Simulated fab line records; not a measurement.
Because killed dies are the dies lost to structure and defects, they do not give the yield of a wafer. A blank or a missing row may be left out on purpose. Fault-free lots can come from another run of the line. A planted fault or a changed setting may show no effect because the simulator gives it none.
Chamber matching :: flow n5Finfet :: 4 sister chambers for N5_BEOL_M4_ETCH_77 on rieDiel-06
The step etches underlayer in N2/H2, target depth 6.5 nm, time 5.2 s. 16 wafers are shown with their chamber, then 8 later ones without.

WAFERS WITH THEIR CHAMBER
wafer: L074.1
chamber: 1
drypumpMotorCurrentA (A): 5.7
showerheadPlenumPTorr (Torr): 2.47
throttleValvePct (%): 17.65

wafer: L074.4
chamber: 0
drypumpMotorCurrentA (A): 6.4
showerheadPlenumPTorr (Torr): 2.57
throttleValvePct (%): 17.78

wafer: L074.6
chamber: 2
drypumpMotorCurrentA (A): 4.9
showerheadPlenumPTorr (Torr): 2.53
throttleValvePct (%): 18.04

wafer: L076.1
chamber: 3
drypumpMotorCurrentA (A): 6.4
showerheadPlenumPTorr (Torr): 2.66
throttleValvePct (%): 17.91

wafer: L076.3
chamber: 1
drypumpMotorCurrentA (A): 5.8
showerheadPlenumPTorr (Torr): 2.46
throttleValvePct (%): 17.70

wafer: L076.6
chamber: 2
drypumpMotorCurrentA (A): 4.9
showerheadPlenumPTorr (Torr): 2.52
throttleValvePct (%): 18.07

wafer: L083.1
chamber: 3
drypumpMotorCurrentA (A): 6.4
showerheadPlenumPTorr (Torr): 2.66
throttleValvePct (%): 17.91

wafer: L083.5
chamber: 1
drypumpMotorCurrentA (A): 5.8
showerheadPlenumPTorr (Torr): 2.46
throttleValvePct (%): 17.71

wafer: L083.6
chamber: 0
drypumpMotorCurrentA (A): 6.4
showerheadPlenumPTorr (Torr): 2.56
throttleValvePct (%): 17.80

wafer: L084.3
chamber: 1
drypumpMotorCurrentA (A): 5.7
showerheadPlenumPTorr (Torr): 2.46
throttleValvePct (%): 17.68

wafer: L084.4
chamber: 0
drypumpMotorCurrentA (A): 6.4
showerheadPlenumPTorr (Torr): 2.56
throttleValvePct (%): 17.85

wafer: L084.6
chamber: 2
drypumpMotorCurrentA (A): 4.9
showerheadPlenumPTorr (Torr): 2.52
throttleValvePct (%): 18.09

wafer: L088.1
chamber: 3
drypumpMotorCurrentA (A): 6.4
showerheadPlenumPTorr (Torr): 2.65
throttleValvePct (%): 17.94

wafer: L088.4
chamber: 0
drypumpMotorCurrentA (A): 6.4
showerheadPlenumPTorr (Torr): 2.55
throttleValvePct (%): 17.87

wafer: L088.5
chamber: 3
drypumpMotorCurrentA (A): 6.4
showerheadPlenumPTorr (Torr): 2.65
throttleValvePct (%): 17.95

wafer: L091.2
chamber: 2
drypumpMotorCurrentA (A): 4.9
showerheadPlenumPTorr (Torr): 2.51
throttleValvePct (%): 18.13

SIGNATURES, as means of the wafers listed above
reading: drypumpMotorCurrentA
chamber 0: 6.400
chamber 1: 5.750
chamber 2: 4.900
chamber 3: 6.400
scatter within a chamber: 0.0289

reading: showerheadPlenumPTorr
chamber 0: 2.5600
chamber 1: 2.4625
chamber 2: 2.5200
chamber 3: 2.6550
scatter within a chamber: 0.00692

reading: throttleValvePct
chamber 0: 17.8250
chamber 1: 17.6850
chamber 2: 18.0825
chamber 3: 17.9275
scatter within a chamber: 0.0329
Rule: a wafer's distance from a chamber is the root of the sum, over the readings, of the square of ((its reading less the chamber's mean) divided by the reading's scatter). The wafer belongs to the nearest chamber; if the next one is less than 2 further off, it can't be placed. The scatter: take each reading less its chamber's mean, square it, sum over the shown wafers, divide by the number of wafers less the number of chambers, and take the root.

WAFERS WHOSE CHAMBER IS MISSING
wafer: L091.3
drypumpMotorCurrentA (A): 6.4
showerheadPlenumPTorr (Torr): 2.65
throttleValvePct (%): 17.97

wafer: L091.5
drypumpMotorCurrentA (A): 6.4
showerheadPlenumPTorr (Torr): 2.65
throttleValvePct (%): 17.97

wafer: L093.3
drypumpMotorCurrentA (A): 6.4
showerheadPlenumPTorr (Torr): 2.55
throttleValvePct (%): 17.86

wafer: L093.5
drypumpMotorCurrentA (A): 6.4
showerheadPlenumPTorr (Torr): 2.65
throttleValvePct (%): 17.96

wafer: L093.6
drypumpMotorCurrentA (A): 6.4
showerheadPlenumPTorr (Torr): 2.55
throttleValvePct (%): 17.89

wafer: L095.2
drypumpMotorCurrentA (A): 6.4
showerheadPlenumPTorr (Torr): 2.54
throttleValvePct (%): 17.88

wafer: L095.5
drypumpMotorCurrentA (A): 4.9
showerheadPlenumPTorr (Torr): 2.51
throttleValvePct (%): 17.72

wafer: L095.6
drypumpMotorCurrentA (A): 6.4
showerheadPlenumPTorr (Torr): 2.64
throttleValvePct (%): 17.98

CHAMBER TAKEN BY EACH
wafer: L091.3
from the rows above: 3
in truth: 3

wafer: L091.5
from the rows above: 3
in truth: 3

wafer: L093.3
from the rows above: 0
in truth: 0

wafer: L093.5
from the rows above: 3
in truth: 3

wafer: L093.6
from the rows above: 0
in truth: 0

wafer: L095.2
from the rows above: 0
in truth: 0

wafer: L095.5
from the rows above: 2
in truth: 2

wafer: L095.6
from the rows above: 3
in truth: 3
Correctly placed: 8 of 8. Left unplaced by these rows: 0. 0 placed wrongly.
